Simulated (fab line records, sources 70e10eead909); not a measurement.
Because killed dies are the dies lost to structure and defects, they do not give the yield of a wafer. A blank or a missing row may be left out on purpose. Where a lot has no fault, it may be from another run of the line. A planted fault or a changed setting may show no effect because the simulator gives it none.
Which tool was responsible? | flow nand harc | 12 lots, 36 wafers sampled, at 6 steps of a route of 1302

== WHAT THE GAUGES SHOWED, per wafer ==
NHARC_A_BLC_CD_MEAS_10: target cd 100 nm. Usual: cd nm 99.9 nm, standard deviation 0.65.
lot  | measured     | on        | cd nm (nm)                    | flag
L843 | day 23 03:34 | cd sem-03 | 101.4 101.4 101.5             |
L846 | day 23 14:37 | cd sem-02 | 100.2 100.2 99.6              |
L844 | day 23 16:56 | cd sem-01 | 98.7 99.0 99.0                |
L847 | day 25 08:53 | cd sem-03 | 100.5 99.7 100.4              |
L848 | day 25 14:40 | cd sem-03 | 99.8 99.3 98.4                |
L849 | day 25 16:30 | cd sem-03 | 100.1 99.7 99.3               |
L850 | day 26 07:36 | cd sem-03 | 99.0 99.5 99.9                |
L851 | day 26 14:07 | cd sem-03 | 100.3 98.9 99.7               |
L854 | day 27 23:46 | cd sem-01 | 61.7 62.9 62.6 61.6 62.8 63.1 | OFF
L856 | day 28 14:16 | cd sem-03 | 62.7 63.8 63.1 62.5 63.5 63.1 | OFF
L864 | day 31 18:25 | cd sem-02 | 99.4 99.2 100.3               |
L865 | day 31 19:25 | cd sem-03 | 100.5 100.4 100.8             |

NHARC_END_SORT_01. Usual: for defect limited yield, 90.9 % with a standard deviation of 2.8; for killed at array, 57 with a standard deviation of 20; for killed at other, 1.3 with a standard deviation of 1.4; for killed at periphery, 3.4 with a standard deviation of 2.4; for killed dies, 61 with a standard deviation of 19; for killed open, 2.9 with a standard deviation of 1.8; for killed short, 2.5 with a standard deviation of 1.6.
lot  | measured     | on        | defect limited yield (%) | killed at array | killed at other | killed at periphery | killed dies | killed open | killed short | flag
L844 | day 25 13:47 | prober-01 | 96.0 94.7 94.2           | 22 25 34        | 2 4 1           | 3 7 4               | 27 36 39    | 0 3 3       | 2 3 7        |
L849 | day 27 11:46 | prober-02 | 92.8 89.1 89.1           | 45 70 72        | 0 0 0           | 4 4 2               | 49 74 74    | 1 2 5       | 3 1 2        |
L850 | day 28 04:57 | prober-02 | 85.7 84.2 86.4           | 94 99 86        | 1 2 3           | 2 6 3               | 97 107 92   | 3 1 7       | 3 4 5        |
L851 | day 28 14:09 | prober-01 | 91.4 92.6 92.8           | 52 48 45        | 1 1 2           | 5 1 2               | 58 50 49    | 2 1 2       | 5 4 3        |

== WHICH TOOL RAN EACH LOT (tool, then ch and the chambers of the sampled wafers, then the start) ==
lot  | NHARC_A_CONTACT_ETCH_138             | NHARC_A_CONTACT_ETCH_92            | NHARC_A_CONTACT_ALD_18              | NHARC_A_BLC_PEB_08
L843 | har cap etch-02 ch 1, day 22 23:32   | rie diel-03 ch 1,2,3, day 23 00:22 | ald metal-03 ch 1,2, day 23 01:31   | litho track-04 ch 0, day 23 03:29
L846 | har cap etch-03 ch 0,1, day 23 10:44 | rie diel-03 ch 0,3, day 23 11:34   | ald metal-01 ch 1,3, day 23 12:45   | litho track-01 ch 0, day 23 14:32
L844 | har cap etch-01 ch 0,1, day 23 12:49 | rie diel-11 ch 1,2,3, day 23 13:46 | ald metal-03 ch 0,1,2, day 23 14:57 | litho track-06 ch 0, day 23 16:51
L847 | har cap etch-01 ch 0,1, day 25 04:55 | rie diel-11 ch 1,2,3, day 25 05:46 | ald metal-04 ch 0,3, day 25 06:53   | litho track-04 ch 0, day 25 08:49
L848 | har cap etch-01 ch 0,1, day 25 10:42 | rie diel-11 ch 0,1,3, day 25 11:32 | ald metal-03 ch 1,2,3, day 25 12:42 | litho track-01 ch 0, day 25 14:36
L849 | har cap etch-03 ch 0,1, day 25 12:33 | rie diel-03 ch 0,2,3, day 25 13:22 | ald metal-04 ch 0,1,2, day 25 14:32 | litho track-06 ch 0, day 25 16:25
L850 | har cap etch-01 ch 0,1, day 26 03:27 | rie diel-11 ch 0,1,2, day 26 04:17 | ald metal-03 ch 2,3, day 26 05:35   | litho track-06 ch 0, day 26 07:31
L851 | har cap etch-02 ch 0,1, day 26 10:05 | rie diel-10 ch 0,2,3, day 26 10:55 | ald metal-04 ch 1,2,3, day 26 12:07 | litho track-06 ch 0, day 26 14:02
L854 | har cap etch-01 ch 0,1, day 27 19:55 | rie diel-11 ch 0,2,3, day 27 20:46 | ald metal-03 ch 0,1,2, day 27 21:54 | litho track-01 ch 0, day 27 23:41
L856 | har cap etch-01 ch 0,1, day 28 10:24 | rie diel-10 ch 0,3, day 28 11:07   | ald metal-03 ch 0,1,2, day 28 12:18 | litho track-01 ch 0, day 28 14:11
L864 | har cap etch-01 ch 0,1, day 31 14:35 | rie diel-10 ch 0,1,3, day 31 15:23 | ald metal-04 ch 0,1,3, day 31 16:34 | litho track-01 ch 0, day 31 18:20
L865 | har cap etch-03 ch 0,1, day 31 15:19 | rie diel-11 ch 0,1,3, day 31 16:05 | ald metal-03 ch 1,2,3, day 31 17:18 | litho track-04 ch 0, day 31 19:20
- NHARC_A_CONTACT_ETCH_138: etches the open film in C4F8/O2/Ar, time 311 s, target depth 1914 nm.
- NHARC_A_CONTACT_ETCH_92: etches the open film in CH3F/O2, target depth 40 nm, time 85.7 s.
- NHARC_A_CONTACT_ALD_18: deposits TiN, target thk 3 nm, pulse time 1 s, ald cycles 150.
- NHARC_A_BLC_PEB_08: peb time 65 s.

== AS READ BY THE TOOLS THEMSELVES (means over the sampled wafers that have a number; for cases with no such wafer, the mark the record gives instead) ==
NHARC_A_CONTACT_ETCH_92. Usual: for ch3f flow sccm, 50.00 sccm with a standard deviation of 0.14; for drypump motor current A, 5.8 A with a standard deviation of 0.55; for oes product au, 0.940 a.u. with a standard deviation of 0.026; for rf fwd power W, 496.2 W with a standard deviation of 1.8; for rf vpp V, 244.0 V with a standard deviation of 1.6; for showerhead plenum p Torr, 2.42 Torr with a standard deviation of 0.097; for throttle valve pct, 20.664 % with a standard deviation of 0.0095.
lot  | tool        | ch3f flow sccm (sccm) | drypump motor current A (A) | oes product au (a.u.) | rf fwd power W (W) | rf vpp V (V) | showerhead plenum p Torr (Torr) | throttle valve pct (%) | flag
L843 | rie diel-03 | 50.09                 | 5.7                         | 1.004                 | 496.3              | 244.8        | 2.48                            | 20.674                 |
L846 | rie diel-03 | 50.05                 | 5.9                         | 0.929                 | 498.4              | 242.8        | 2.38                            | 20.656                 |
L844 | rie diel-11 | 50.10                 | 5.7                         | 0.922                 | 497.0              | 244.7        | 2.42                            | 20.665                 |
L847 | rie diel-11 | 50.13                 | 5.7                         | 0.932                 | 497.5              | 244.2        | 2.42                            | 20.665                 |
L848 | rie diel-11 | 49.99                 | 5.5                         | 0.924                 | 496.5              | 244.3        | 2.46                            | 20.658                 |
L849 | rie diel-03 | 49.92                 | 5.8                         | 0.931                 | 497.2              | 244.6        | 2.46                            | 20.666                 |
L850 | rie diel-11 | 50.09                 | 6.0                         | 0.921                 | 497.3              | 242.7        | 2.37                            | 20.667                 |
L851 | rie diel-10 | 50.05                 | 5.4                         | 1.003                 | 497.3              | 244.4        | 2.49                            | 20.661                 |
L854 | rie diel-11 | 49.88                 | 6.0                         | 0.931                 | 496.7              | 244.0        | 2.41                            | 20.651                 |
L856 | rie diel-10 | 50.00                 | 5.2                         | 0.922                 | 497.1              | 244.8        | 2.43                            | 20.669                 |
L864 | rie diel-10 | 49.95                 | 5.5                         | 0.920                 | 497.6              | 244.9        | 2.42                            | 20.669                 |
L865 | rie diel-11 | 50.02                 | 5.5                         | 0.932                 | 494.5              | 243.7        | 2.45                            | 20.663                 |

NHARC_A_CONTACT_ALD_18. Usual: heater power w 1138 W, standard deviation 99; precursor pulse height rel 1.001, standard deviation 0.019.
lot  | tool         | heater power w (W) | precursor pulse height rel | flag
L843 | ald metal-03 | 1281               | 0.994                      |
L846 | ald metal-01 | 1017               | 0.995                      |
L844 | ald metal-03 | 1250               | 1.016                      |
L847 | ald metal-04 | 1068               | 1.013                      |
L848 | ald metal-03 | 1207               | 1.001                      |
L849 | ald metal-04 | 1143               | 0.996                      |
L850 | ald metal-03 | 1194               | 1.004                      |
L851 | ald metal-04 | 1087               | 1.013                      |
L854 | ald metal-03 | 1230               | 1.011                      |
L856 | ald metal-03 | 1247               | 1.005                      |
L864 | ald metal-04 | 1119               | 0.986                      |
L865 | ald metal-03 | 1230               | 1.001                      |

NHARC_A_BLC_PEB_08. Usual: heater power total W 156.5 W, standard deviation 0.42; plate temp C 100.03 C, standard deviation 0.14.
lot  | tool           | heater power total W (W) | plate temp C (C) | flag
L843 | litho track-04 | 156.7                    | 99.90            |
L846 | litho track-01 | 156.7                    | 99.93            |
L844 | litho track-06 | 156.6                    | 99.92            |
L847 | litho track-04 | 156.1                    | 99.97            |
L848 | litho track-01 | 156.3                    | 100.02           |
L849 | litho track-06 | 156.5                    | 100.00           |
L850 | litho track-06 | 156.6                    | 99.95            |
L851 | litho track-06 | 156.3                    | 100.04           |
L854 | litho track-01 | 138.6                    | 91.64            | OFF
L856 | litho track-01 | 138.2                    | 91.60            | OFF
L864 | litho track-01 | 156.7                    | 100.24           |
L865 | litho track-04 | 156.6                    | 100.22           |

== THE ANSWER, worked out from the rows above alone ==
Rule: take the mean of a lot's wafers that have a number; if it is more than 3 standard deviations from the usual mean, the lot is off. Also off: a lot with no number at a reading for which 4 or more lots have one. Any other lot the step has rows for is counted as sound. Order of review: gauges by route order, followed by the tools' own readings, for which a lot's mean as printed above is used. At the first step where some lot is off, the reading lying furthest off is the one used; lots without a number count as furthest.
Off, at NHARC_A_BLC_CD_MEAS_10 on cd nm: L854, L856.
A tool fits if, at a process step before that reading, it ran every lot that is off, and no sound lot after the first of them. Not tried: the gauges at NHARC_A_BLC_CD_MEAS_10; whatever is off there is also off at NHARC_A_BLC_PEB_08, on other tools, and gauge error can't account for it. Of those tried, none fits.

== WHAT THE SIMULATOR HAD INSERTED ==
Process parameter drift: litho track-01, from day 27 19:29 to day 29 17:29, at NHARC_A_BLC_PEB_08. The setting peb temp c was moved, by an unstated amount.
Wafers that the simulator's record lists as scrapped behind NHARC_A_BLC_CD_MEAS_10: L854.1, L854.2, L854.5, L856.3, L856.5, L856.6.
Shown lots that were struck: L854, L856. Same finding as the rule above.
